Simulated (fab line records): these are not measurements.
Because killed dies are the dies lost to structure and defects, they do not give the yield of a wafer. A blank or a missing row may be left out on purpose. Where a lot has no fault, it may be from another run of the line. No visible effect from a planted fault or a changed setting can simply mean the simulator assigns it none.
Comparing a struck lot with a sound one | flow nand-harc | 41 out of 1302 route steps
Sound: wafers L231.2, L231.4, L231.6. Struck: wafers L238.1, L238.5, L238.6. The cause comes at the end.
Order at every step that has rows: each side's tool, ch and its chambers, its first start. Under that, the readings that differ: sound wafers | struck wafers | difference of the means | sigmas: that difference in standard deviations of wafers without a fault.
alike: readings with means less than 2 such deviations apart, plus words and numbers identical on both sides. not compared: withheld readings, readings lacking a value on some wafer, bounds such as >300 that could conceal the same value, and numbers that have no deviation in the record and whose values overlap.
The two part at a step that has a row with sigmas, a row that says differs or no value, or rows on one side only. Non-overlapping numbers with no deviation appear without sigmas and do not part them. A reading that every wafer of one side lacks parts them only if that side has two wafers or more.

NHARC_A_M1_CD_MEAS_09: the cd target is 120 nm.
  sound on cd-sem-01 ch 0, day 24 12:32; struck on cd-sem-01 ch 0, day 27 21:47
  alike: cd-nm
NHARC_A_M1_OVL_MEAS_10: pitch 240 nm.
  sound on overlay-01, day 24 12:38; struck on overlay-01, day 27 21:53
  alike: overlay-x-nm, overlay-y-nm
NHARC_A_M1_INSPECT_11:
  sound on defect-inspect-01, day 24 12:40; struck on defect-inspect-02, day 27 21:55
  alike: raw-defect-count
NHARC_A_M1_DESCUM_14: chemistry O2, time 3 s.
  sound on rie-diel-03 ch 0,1,3, day 24 12:43; struck on rie-diel-03 ch 1,2, day 27 21:59
  alike: drypump-motor-current-A, o2-flow-sccm, oes-product-au, rf-vpp-V, showerhead-plenum-p-Torr, throttle-valve-pct
  not compared: rf-hours-counter-h
then, 2 steps without rows for these wafers: NHARC_A_M1_ETCH_35 (etches the open film in N2/H2, target depth 40 nm, overetch 12 nm, time 43.94 s); NHARC_A_M1_ETCH_15 (etches the open film in C4F8/Ar, target depth 182.5 nm, time 91.2 s).
NHARC_A_M1_CD_MEAS_16:
  sound on cd-sem-03, day 24 13:29; struck on cd-sem-03, day 27 22:17
  alike: cd-nm
then, 5 steps without rows for these wafers: NHARC_A_M1_STRIP_18 (strips in N2/H2); NHARC_A_M1_ETCH_28 (etches the open film in CF4/N2, target depth 30 nm, time 72.99 s); NHARC_A_M1_STRIP_19 (strips in post etch residue remover, time 600 s); NHARC_A_M1_DEGAS_29 (time 60 s); NHARC_A_M1_PRE_CLEAN_30 (time 30 s).
NHARC_A_M1_PVD_20: deposits TaN, target thk 5 nm, time 8.06 s.
  sound on pvd-sputter-03, day 24 14:19; struck on pvd-sputter-03, day 27 23:11
  alike: throttle-valve-pct
then, 4 steps without rows for these wafers: NHARC_A_M1_PVD_21 (deposits Cu, target thk 30 nm, time 20.49 s); NHARC_A_M1_ECD_22 (material Cu, target thk 400 nm); NHARC_A_M1_ANNEAL_31 (time 90 s); NHARC_A_M1_CMP_23 (polishes, t overpolish 20 s, target thk 154.34 nm).
NHARC_A_M1_THK_MEAS_24: measures by xrf.
  sound on film-metro-02, day 24 15:35; struck on film-metro-01, day 28 00:26
  alike: thk-nm
then, 1 step without rows for these wafers: NHARC_A_M1_SRD_25.
NHARC_A_M1_PRE_CLEAN_32: time 12 s.
  sound on pecvd-03 ch 0,1, day 24 15:50; struck on pecvd-02 ch 0,1, day 28 01:01
  alike: heater-power-w
then, 1 step without rows for these wafers: NHARC_A_M1_DEP_33 (deposits SiCN, target thk 30 nm).
NHARC_A_BONDPAD_DEP_00: deposits SiCN, target thk 250 nm.
  sound on pecvd-01 ch 1,2, day 24 16:31; struck on pecvd-02 ch 0,1,2
  alike: heater-power-w
then, 1 step without rows for these wafers: NHARC_A_BONDPAD_CMP_29 (polishes SiCN, target thk 200 nm).
NHARC_A_BONDPAD_THK_MEAS_30: measures by ellipsometry.
  sound on film-metro-01, day 24 17:14; struck on film-metro-01, day 28 02:17
  alike: thk-nm
then, 10 steps without rows for these wafers: NHARC_A_BONDPAD_SRD_31; NHARC_A_BONDPAD_DEHYDRATE_01 (time 120 s); NHARC_A_BONDPAD_HMDS_02 (time 30 s); NHARC_A_BONDPAD_COAT_33 (time 65 s); NHARC_A_BONDPAD_COAT_03 (resist thk 600 nm); NHARC_A_BONDPAD_SOFTBAKE_04 (time 70 s); NHARC_A_BONDPAD_EBR_05; NHARC_A_BONDPAD_EXPOSE_06 (exposes mask A BPAD); NHARC_A_BONDPAD_PEB_07 (peb time 80 s); NHARC_A_BONDPAD_DEVELOP_08 (time 50 s).
NHARC_A_BONDPAD_CD_MEAS_09: the cd target is 500 nm.
  sound on cd-sem-01 ch 0, day 24 17:48; struck on cd-sem-01 ch 0, day 28 02:53
  alike: cd-nm
NHARC_A_BONDPAD_OVL_MEAS_35:
  sound on overlay-01, day 24 17:53; struck on overlay-01, day 28 02:58
  alike: overlay-x-nm, overlay-y-nm
then, 1 step without rows for these wafers: NHARC_A_BONDPAD_HARDBAKE_10 (time 65 s).
NHARC_A_BONDPAD_DESCUM_11: chemistry O2, time 3 s.
  sound on rie-diel-07 ch 0,1,2, day 24 18:01; struck on rie-diel-01 ch 0,2,3, day 28 03:07
  alike: drypump-motor-current-A, o2-flow-sccm, oes-product-au, rf-vpp-V, showerhead-plenum-p-Torr, throttle-valve-pct
  not compared: rf-hours-counter-h
then, 1 step without rows for these wafers: NHARC_A_BONDPAD_ETCH_34 (etches the open film in N2/H2, target depth 60 nm, overetch 18 nm, time 65.91 s).
NHARC_A_BONDPAD_ETCH_12: etches the open film in CHF3/O2, target depth 220 nm, time 110 s.
  sound on rie-diel-07 ch 0,3; struck on rie-diel-01 ch 0,3
  alike: bias-w, chf3-flow-sccm, drypump-motor-current-A, o2-flow-sccm, oes-product-au, rf-vpp-V, showerhead-plenum-p-Torr, throttle-valve-pct
  not compared: rf-hours-counter-h
NHARC_END_SORT_01:
  here the record holds rows for the struck wafers (prober-01 ch 0, day 29 10:19) but none for the sound ones

== WHERE THEY PART ==
Within this record, at NHARC_END_SORT_01 only.

WHY: the cause the simulator had injected
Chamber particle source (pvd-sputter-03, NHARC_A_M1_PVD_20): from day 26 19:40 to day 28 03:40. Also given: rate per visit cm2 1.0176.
